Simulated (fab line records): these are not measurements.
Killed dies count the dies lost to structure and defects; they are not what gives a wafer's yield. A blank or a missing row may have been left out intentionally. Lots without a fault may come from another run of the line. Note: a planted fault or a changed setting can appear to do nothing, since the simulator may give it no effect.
Which tool is to blame? / flow nand harc / Sampling: 14 lots, 42 wafers, 5 of 1302 route steps

## WHAT THE GAUGES SHOWED, per wafer
NHARC_P_CONTACT_CD_MEAS_12: target cd 90 nm. Usual: cd nm at 90.3 nm, with a standard deviation of 0.68.
lot=L218; measured=day 5 23:56; on=cd sem-02; cd nm (nm)=90.2 90.6 89.8; flag=
lot=L220; measured=day 6 14:21; on=cd sem-02; cd nm (nm)=89.8 90.2 89.5; flag=
lot=L221; measured=day 7 15:26; on=cd sem-01; cd nm (nm)=90.7 95.6 96.2; flag=OFF
lot=L224; measured=day 8 06:49; on=cd sem-02; cd nm (nm)=91.0 90.6 96.3; flag=OFF
lot=L225; measured=day 9 04:46; on=cd sem-03; cd nm (nm)=90.2 91.1 90.7; flag=
lot=L231; measured=day 11 02:11; on=cd sem-02; cd nm (nm)=91.0 90.4 90.4; flag=
lot=L232; measured=day 12 02:22; on=cd sem-03; cd nm (nm)=90.0 90.7 90.2; flag=
lot=L233; measured=day 12 06:46; on=cd sem-03; cd nm (nm)=90.2 90.0 91.8; flag=
lot=L234; measured=day 12 09:51; on=cd sem-01; cd nm (nm)=90.5 90.2 89.7; flag=
lot=L235; measured=day 13 05:54; on=cd sem-02; cd nm (nm)=91.4 89.8 91.0; flag=
lot=L236; measured=day 13 10:07; on=cd sem-03; cd nm (nm)=89.8 89.4 90.7; flag=
lot=L237; measured=day 13 16:42; on=cd sem-03; cd nm (nm)=91.1 90.7 90.3; flag=
lot=L239; measured=day 14 12:34; on=cd sem-01; cd nm (nm)=90.3 90.9 90.6; flag=
lot=L241; measured=day 15 08:01; on=cd sem-03; cd nm (nm)=91.7 90.7 89.5; flag=

## WHICH TOOL RAN EACH LOT (tool, then ch and the chambers of the sampled wafers, then the start)
lot=L218; NHARC_P_GATE_STRIP_112=plasma asher-01 ch 0,1, day 5 18:08; NHARC_P_GATE_RTA_80=rtp anneal-02 ch 0, day 5 21:42; NHARC_P_GATE_RTA_82=rtp anneal-01 ch 0, day 5 22:10; NHARC_P_CONTACT_PEB_10=litho track-04 ch 0, day 5 23:52
lot=L220; NHARC_P_GATE_STRIP_112=plasma asher-01 ch 0,1, day 6 08:40; NHARC_P_GATE_RTA_80=rtp anneal-02 ch 0, day 6 12:05; NHARC_P_GATE_RTA_82=rtp anneal-02 ch 0, day 6 12:33; NHARC_P_CONTACT_PEB_10=litho track-01 ch 0, day 6 14:16
lot=L221; NHARC_P_GATE_STRIP_112=plasma asher-01 ch 0,1, day 7 09:39; NHARC_P_GATE_RTA_80=rtp anneal-01 ch 0, day 7 13:11; NHARC_P_GATE_RTA_82=rtp anneal-02 ch 0, day 7 13:38; NHARC_P_CONTACT_PEB_10=litho track-04 ch 0, day 7 15:22
lot=L224; NHARC_P_GATE_STRIP_112=plasma asher-02 ch 0,1, day 8 00:52; NHARC_P_GATE_RTA_80=rtp anneal-01 ch 0, day 8 04:44; NHARC_P_GATE_RTA_82=rtp anneal-01 ch 0, day 8 05:11; NHARC_P_CONTACT_PEB_10=litho track-04 ch 0, day 8 06:44
lot=L225; NHARC_P_GATE_STRIP_112=plasma asher-01 ch 0,1, day 8 22:47; NHARC_P_GATE_RTA_80=rtp anneal-01 ch 0, day 9 02:20; NHARC_P_GATE_RTA_82=rtp anneal-02 ch 0, day 9 02:48; NHARC_P_CONTACT_PEB_10=litho track-01 ch 0, day 9 04:41
lot=L231; NHARC_P_GATE_STRIP_112=plasma asher-02 ch 0,1, day 10 20:19; NHARC_P_GATE_RTA_80=rtp anneal-01 ch 0, day 10 23:55; NHARC_P_GATE_RTA_82=rtp anneal-02 ch 0, day 11 00:23; NHARC_P_CONTACT_PEB_10=litho track-04 ch 0, day 11 02:06
lot=L232; NHARC_P_GATE_STRIP_112=plasma asher-02 ch 0,1, day 11 20:36; NHARC_P_GATE_RTA_80=rtp anneal-02 ch 0, day 12 00:14; NHARC_P_GATE_RTA_82=rtp anneal-02 ch 0, day 12 00:41; NHARC_P_CONTACT_PEB_10=litho track-04 ch 0, day 12 02:17
lot=L233; NHARC_P_GATE_STRIP_112=plasma asher-02 ch 0,1, day 12 00:51; NHARC_P_GATE_RTA_80=rtp anneal-01 ch 0, day 12 04:27; NHARC_P_GATE_RTA_82=rtp anneal-02 ch 0, day 12 04:55; NHARC_P_CONTACT_PEB_10=litho track-01 ch 0, day 12 06:41
lot=L234; NHARC_P_GATE_STRIP_112=plasma asher-01 ch 0,1, day 12 03:58; NHARC_P_GATE_RTA_80=rtp anneal-01 ch 0, day 12 07:35; NHARC_P_GATE_RTA_82=rtp anneal-02 ch 0, day 12 08:02; NHARC_P_CONTACT_PEB_10=litho track-01 ch 0, day 12 09:46
lot=L235; NHARC_P_GATE_STRIP_112=plasma asher-01 ch 0,1, day 13 00:10; NHARC_P_GATE_RTA_80=rtp anneal-02 ch 0, day 13 03:38; NHARC_P_GATE_RTA_82=rtp anneal-01 ch 0, day 13 04:06; NHARC_P_CONTACT_PEB_10=litho track-06 ch 0, day 13 05:49
lot=L236; NHARC_P_GATE_STRIP_112=plasma asher-02 ch 0,1, day 13 04:23; NHARC_P_GATE_RTA_80=rtp anneal-02 ch 0, day 13 07:51; NHARC_P_GATE_RTA_82=rtp anneal-01 ch 0, day 13 08:19; NHARC_P_CONTACT_PEB_10=litho track-06 ch 0, day 13 10:02
lot=L237; NHARC_P_GATE_STRIP_112=plasma asher-01 ch 0, day 13 11:01; NHARC_P_GATE_RTA_80=rtp anneal-01 ch 0, day 13 14:34; NHARC_P_GATE_RTA_82=rtp anneal-02 ch 0, day 13 15:01; NHARC_P_CONTACT_PEB_10=litho track-01 ch 0, day 13 16:37
lot=L239; NHARC_P_GATE_STRIP_112=plasma asher-02 ch 0,1, day 14 06:40; NHARC_P_GATE_RTA_80=rtp anneal-02 ch 0, day 14 10:16; NHARC_P_GATE_RTA_82=rtp anneal-02 ch 0, day 14 10:44; NHARC_P_CONTACT_PEB_10=litho track-04 ch 0, day 14 12:29
lot=L241; NHARC_P_GATE_STRIP_112=plasma asher-01 ch 0,1, day 15 01:59; NHARC_P_GATE_RTA_80=rtp anneal-02 ch 0, day 15 05:37; NHARC_P_GATE_RTA_82=rtp anneal-01 ch 0, day 15 06:05; NHARC_P_CONTACT_PEB_10=litho track-04 ch 0, day 15 07:56
- NHARC_P_GATE_STRIP_112: strips in N2/H2, time 200 s.
- NHARC_P_GATE_RTA_80: time 30 s.
- NHARC_P_GATE_RTA_82: time 30 s.
- NHARC_P_CONTACT_PEB_10: peb time 65 s.

## AS READ BY THE TOOLS THEMSELVES (means over the sampled wafers that have a number; for cases with no such wafer, the mark the record gives instead)
NHARC_P_GATE_STRIP_112. Usual: drypump motor current A 5.85 A, standard deviation 0.22; heater power w 82 W, standard deviation 8.5.
lot=L218; tool=plasma asher-01; drypump motor current A (A)=5.68; heater power w (W)=91; flag=
lot=L220; tool=plasma asher-01; drypump motor current A (A)=5.70; heater power w (W)=92; flag=
lot=L221; tool=plasma asher-01; drypump motor current A (A)=5.68; heater power w (W)=91; flag=
lot=L224; tool=plasma asher-02; drypump motor current A (A)=5.89; heater power w (W)=75; flag=
lot=L225; tool=plasma asher-01; drypump motor current A (A)=5.79; heater power w (W)=86; flag=
lot=L231; tool=plasma asher-02; drypump motor current A (A)=6.03; heater power w (W)=74; flag=
lot=L232; tool=plasma asher-02; drypump motor current A (A)=5.90; heater power w (W)=77; flag=
lot=L233; tool=plasma asher-02; drypump motor current A (A)=5.88; heater power w (W)=78; flag=
lot=L234; tool=plasma asher-01; drypump motor current A (A)=5.69; heater power w (W)=91; flag=
lot=L235; tool=plasma asher-01; drypump motor current A (A)=5.69; heater power w (W)=91; flag=
lot=L236; tool=plasma asher-02; drypump motor current A (A)=6.03; heater power w (W)=75; flag=
lot=L237; tool=plasma asher-01; drypump motor current A (A)=5.82; heater power w (W)=82; flag=
lot=L239; tool=plasma asher-02; drypump motor current A (A)=6.02; heater power w (W)=76; flag=
lot=L241; tool=plasma asher-01; drypump motor current A (A)=5.67; heater power w (W)=91; flag=

NHARC_P_GATE_RTA_80. Usual: lamp power pct 2.01 %, standard deviation 0.19; wafer_temp_C_max 301.9, standard deviation 0.62.
lot=L218; tool=rtp anneal-02; lamp power pct (%)=1.82; wafer_temp_C_max=301.7; flag=
lot=L220; tool=rtp anneal-02; lamp power pct (%)=1.82; wafer_temp_C_max=301.2; flag=
lot=L221; tool=rtp anneal-01; lamp power pct (%)=2.20; wafer_temp_C_max=302.7; flag=
lot=L224; tool=rtp anneal-01; lamp power pct (%)=2.20; wafer_temp_C_max=302.1; flag=
lot=L225; tool=rtp anneal-01; lamp power pct (%)=2.19; wafer_temp_C_max=302.4; flag=
lot=L231; tool=rtp anneal-01; lamp power pct (%)=2.19; wafer_temp_C_max=301.8; flag=
lot=L232; tool=rtp anneal-02; lamp power pct (%)=1.82; wafer_temp_C_max=301.6; flag=
lot=L233; tool=rtp anneal-01; lamp power pct (%)=2.19; wafer_temp_C_max=302.4; flag=
lot=L234; tool=rtp anneal-01; lamp power pct (%)=2.19; wafer_temp_C_max=302.0; flag=
lot=L235; tool=rtp anneal-02; lamp power pct (%)=1.82; wafer_temp_C_max=301.3; flag=
lot=L236; tool=rtp anneal-02; lamp power pct (%)=1.82; wafer_temp_C_max=301.3; flag=
lot=L237; tool=rtp anneal-01; lamp power pct (%)=2.19; wafer_temp_C_max=302.0; flag=
lot=L239; tool=rtp anneal-02; lamp power pct (%)=1.82; wafer_temp_C_max=301.3; flag=
lot=L241; tool=rtp anneal-02; lamp power pct (%)=1.82; wafer_temp_C_max=301.4; flag=

NHARC_P_GATE_RTA_82. Usual: lamp power pct 3.8 %, standard deviation 0.35; wafer_temp_C_max 452.5, standard deviation 0.8.
lot=L218; tool=rtp anneal-01; lamp power pct (%)=4.3; wafer_temp_C_max=453.2; flag=
lot=L220; tool=rtp anneal-02; lamp power pct (%)=3.6; wafer_temp_C_max=451.9; flag=
lot=L221; tool=rtp anneal-02; lamp power pct (%)=3.6; wafer_temp_C_max=452.1; flag=
lot=L224; tool=rtp anneal-01; lamp power pct (%)=4.3; wafer_temp_C_max=453.4; flag=
lot=L225; tool=rtp anneal-02; lamp power pct (%)=3.6; wafer_temp_C_max=452.1; flag=
lot=L231; tool=rtp anneal-02; lamp power pct (%)=3.6; wafer_temp_C_max=452.1; flag=
lot=L232; tool=rtp anneal-02; lamp power pct (%)=3.6; wafer_temp_C_max=452.1; flag=
lot=L233; tool=rtp anneal-02; lamp power pct (%)=3.6; wafer_temp_C_max=451.8; flag=
lot=L234; tool=rtp anneal-02; lamp power pct (%)=3.6; wafer_temp_C_max=452.0; flag=
lot=L235; tool=rtp anneal-01; lamp power pct (%)=4.3; wafer_temp_C_max=454.2; flag=
lot=L236; tool=rtp anneal-01; lamp power pct (%)=4.3; wafer_temp_C_max=452.7; flag=
lot=L237; tool=rtp anneal-02; lamp power pct (%)=3.6; wafer_temp_C_max=452.2; flag=
lot=L239; tool=rtp anneal-02; lamp power pct (%)=3.6; wafer_temp_C_max=451.7; flag=
lot=L241; tool=rtp anneal-01; lamp power pct (%)=4.3; wafer_temp_C_max=452.5; flag=

NHARC_P_CONTACT_PEB_10. Usual: heater power total W at 156.6 W, with a standard deviation of 0.43.
lot=L218; tool=litho track-04; heater power total W (W)=156.8; flag=
lot=L220; tool=litho track-01; heater power total W (W)=156.2; flag=
lot=L221; tool=litho track-04; heater power total W (W)=156.0; flag=
lot=L224; tool=litho track-04; heater power total W (W)=156.7; flag=
lot=L225; tool=litho track-01; heater power total W (W)=156.4; flag=
lot=L231; tool=litho track-04; heater power total W (W)=156.4; flag=
lot=L232; tool=litho track-04; heater power total W (W)=157.1; flag=
lot=L233; tool=litho track-01; heater power total W (W)=156.3; flag=
lot=L234; tool=litho track-01; heater power total W (W)=156.4; flag=
lot=L235; tool=litho track-06; heater power total W (W)=156.6; flag=
lot=L236; tool=litho track-06; heater power total W (W)=156.6; flag=
lot=L237; tool=litho track-01; heater power total W (W)=156.4; flag=
lot=L239; tool=litho track-04; heater power total W (W)=156.7; flag=
lot=L241; tool=litho track-04; heater power total W (W)=156.9; flag=

## THE ANSWER, worked out from the rows above alone
Rule: take the mean of a lot's wafers that have a number; if it is more than 3 standard deviations from the usual mean, the lot is off. A lot without any number at a reading at which 4 lots or more have one is off too. All remaining lots with rows at the step are treated as sound. The gauges are gone through in route order, then the tools' own readings, and for those a lot's mean is taken as printed above. The first step at which some lot is off is used, and at that step the reading that is off furthest; a lot without a number counts as furthest.
Off: L221, L224 (NHARC_P_CONTACT_CD_MEAS_12, cd nm).
If a tool, at a process step before that reading, ran all the lots that are off and no sound lot after the first of them, it fits. The gauges at NHARC_P_CONTACT_CD_MEAS_12 are tried like those tools. Not one of the candidates tried fits.

## WHAT THE SIMULATOR HAD PUT IN
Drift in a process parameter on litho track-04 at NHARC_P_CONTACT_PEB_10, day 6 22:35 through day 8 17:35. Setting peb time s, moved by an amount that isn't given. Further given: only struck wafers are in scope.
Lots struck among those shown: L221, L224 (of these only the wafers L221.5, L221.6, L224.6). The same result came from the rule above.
